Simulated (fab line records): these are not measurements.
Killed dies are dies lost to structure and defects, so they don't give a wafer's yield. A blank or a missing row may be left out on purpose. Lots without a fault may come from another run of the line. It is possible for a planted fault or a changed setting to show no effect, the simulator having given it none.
Matching of chambers :: flow n5 finfet :: N5_BEOL_M0_CMP_120 on cmp-02 has 4 sister chambers
The step polishes, stops on SiOC, t overpolish 6.9 s. 8 wafers are shown with their chamber, then 12 later ones without.

## WAFERS, EACH WITH ITS CHAMBER
wafer: L090.2
chamber: 1
motor current A (A): 6.8
time to endpoint s (s): 59

wafer: L090.5
chamber: 2
motor current A (A): 6.4
time to endpoint s (s): 56

wafer: L092.2
chamber: 1
motor current A (A): 6.7
time to endpoint s (s): 61

wafer: L092.4
chamber: 0
motor current A (A): 5.7
time to endpoint s (s): 54

wafer: L092.5
chamber: 0
motor current A (A): 5.8
time to endpoint s (s): 56

wafer: L093.3
chamber: 3
motor current A (A): 6.0
time to endpoint s (s): 61

wafer: L093.5
chamber: 2
motor current A (A): 5.9
time to endpoint s (s): 62

wafer: L093.6
chamber: 3
motor current A (A): 6.1
time to endpoint s (s): 61

## WAFERS MISSING THEIR CHAMBER
wafer: L094.2
motor current A (A): 6.1
time to endpoint s (s): 58

wafer: L094.3
motor current A (A): 6.8
time to endpoint s (s): 66

wafer: L094.5
motor current A (A): 5.5
time to endpoint s (s): 61

wafer: L095.1
motor current A (A): 6.2
time to endpoint s (s): 61

wafer: L095.4
motor current A (A): 6.0
time to endpoint s (s): 63

wafer: L095.6
motor current A (A): 6.2
time to endpoint s (s): 62

wafer: L097.3
motor current A (A): 5.5
time to endpoint s (s): 57

wafer: L097.5
motor current A (A): 5.9
time to endpoint s (s): 62

wafer: L097.6
motor current A (A): 6.8
time to endpoint s (s): 65

wafer: L091.3
motor current A (A): 5.8
time to endpoint s (s): 62

wafer: L091.4
motor current A (A): 6.1
time to endpoint s (s): 62

wafer: L091.5
motor current A (A): 6.0
time to endpoint s (s): 66

## WHICH CHAMBER EACH WENT THROUGH
wafer: L094.2
from the rows above: can't be placed: 2 or 3 or 0
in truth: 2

wafer: L094.3
from the rows above: can't be placed: 1 or 3
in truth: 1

wafer: L094.5
from the rows above: can't be placed: 0 or 3 or 2
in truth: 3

wafer: L095.1
from the rows above: can't be placed: 3 or 2
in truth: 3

wafer: L095.4
from the rows above: can't be placed: 3 or 2
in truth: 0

wafer: L095.6
from the rows above: can't be placed: 3 or 2
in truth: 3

wafer: L097.3
from the rows above: can't be placed: 0 or 3 or 2
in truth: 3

wafer: L097.5
from the rows above: can't be placed: 3 or 2
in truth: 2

wafer: L097.6
from the rows above: 1
in truth: 1

wafer: L091.3
from the rows above: can't be placed: 3 or 2 or 0
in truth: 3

wafer: L091.4
from the rows above: can't be placed: 3 or 2
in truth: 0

wafer: L091.5
from the rows above: can't be placed: 3 or 2
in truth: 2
Correctly placed: 1 of 12. Unplaceable from these rows: 11, with the true chamber sitting among the candidates in 9. Placed wrongly: 0.
How it was worked out, from the rows above alone: a wafer's distance from a chamber is the root of the sum, over the readings, of the square of ((its reading less the chamber's mean) divided by the reading's scatter). The wafer belongs to the nearest chamber; if the next one is less than 2 further off, it can't be placed. Each chamber's mean is taken over the wafers shown for it. The scatter is the square root of a quotient: the sum, over the shown wafers, of each reading's squared deviation from its chamber's mean, divided by wafers minus chambers.
